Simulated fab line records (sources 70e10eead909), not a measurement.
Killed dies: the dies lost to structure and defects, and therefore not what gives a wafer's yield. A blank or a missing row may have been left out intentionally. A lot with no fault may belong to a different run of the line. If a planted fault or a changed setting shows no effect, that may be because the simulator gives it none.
A lot that was struck, set against a sound lot	flow nand harc	16 out of 1302 route steps
Sound: these wafers, L791.1, L791.5, L791.6. Wafers struck: L805.1, L805.4, L805.6. At the end, the cause is stated.
Per side, at each step with rows, come the tool, then ch with its chambers, and then its first start. Under that, the readings that differ: sound wafers	struck wafers	difference of the means	sigmas: that difference in standard deviations of wafers without a fault.
alike: readings whose means differ by less than 2 such deviations, and words and numbers that are the same on both sides. not compared: withheld readings, readings that some wafer has no value for, bounds like >300 that may hide the same value, and numbers for which the record gives no deviation and whose values overlap.
A row with sigmas, a row that says differs or no value, or rows on one side alone: a step with any of these is where the two part. When numbers do not overlap yet have no deviation, they are printed without sigmas and do not part them. A reading that every wafer of one side lacks parts them only if that side has two wafers or more.

NHARC_A_DECK1_JOINT_ETCHBACK_00: etches the open film in HBr, target depth 30 nm, time 17.4 s.
  sound on rie si-05 ch 0,3, day 11 08:35; struck on rie si-03 ch 1,3, day 17 06:44
  alike: drypump motor current A, oes product au, throttle valve pct
  not compared: rf hours counter h
then, 8 steps without rows for these wafers: NHARC_A_DECK1_JOINT_PRECLEAN_30 (cleans in SC1); NHARC_A_DECK1_JOINT_SRD_31; NHARC_A_DECK1_JOINT_CVD_34 (deposits SiNx, target thk 20 nm); NHARC_A_DECK1_JOINT_DEP_06 (deposits SiOx, target thk 80 nm); NHARC_A_DECK1_JOINT_CURE_26 (time 32 s); NHARC_A_DECK1_JOINT_ANNEAL_27 (time 3600 s); NHARC_A_DECK1_JOINT_ANNEAL_28 (time 1800 s); NHARC_A_DECK1_JOINT_ANNEAL_29 (time 1800 s).
NHARC_A_DECK1_JOINT_CMP_02: polishes SiOx.
  sound on cmp-02 ch 0,1,3, day 12 11:09; struck on cmp-03 ch 1,3, day 18 09:10
reading	sound	struck	difference	sigmas
slurry flow ml min	149.6 148.7 149.6	150.3 150.2 150.6	+1.1	+2
  alike: motor current A, retaining ring pressure frac
next, for these wafers, 1 step has no rows: NHARC_A_DECK1_JOINT_SRD_15.
NHARC_A_DECK1_JOINT_DEP_16: deposits SiO2, target thk 45 nm.
  sound on pecvd-03 ch 1,2, day 12 11:30; struck on pecvd-03 ch 0,2, day 18 09:37
  alike: heater power w, throttle valve pct
NHARC_A_DECK1_JOINT_THK_MEAS_17: measures by ellipsometry.
  sound: film metro-01 at day 12 11:45; struck: film metro-01 at day 18 09:50
  alike: thk nm
NHARC_A_DECK1_JOINT_INSPECT_05:
  sound: defect inspect-01 at day 12 11:47; struck: defect inspect-01 at day 18 09:52
reading	sound	struck	difference	sigmas
raw defect count	459 266 283	887 988 679	+515	+5
next comes 1 step that has no rows for these wafers: NHARC_A_ONON_D2_DEP_00 (target thickness 1000 nm).
-- record jumps: 12 days between struck wafers' starts before vs after; left off in module A_ONON_D2, resumes in module END, first step shown is number 1302 of the route --
NHARC_END_SORT_01:
  only the struck wafers appear in the record here, on prober-01 ch 0 at day 30 20:54; the sound ones have no rows

## WHERE THEY PART
Last at NHARC_END_SORT_01 as far as this record goes, first at NHARC_A_DECK1_JOINT_CMP_02.

WHY: what had been put in by the simulator
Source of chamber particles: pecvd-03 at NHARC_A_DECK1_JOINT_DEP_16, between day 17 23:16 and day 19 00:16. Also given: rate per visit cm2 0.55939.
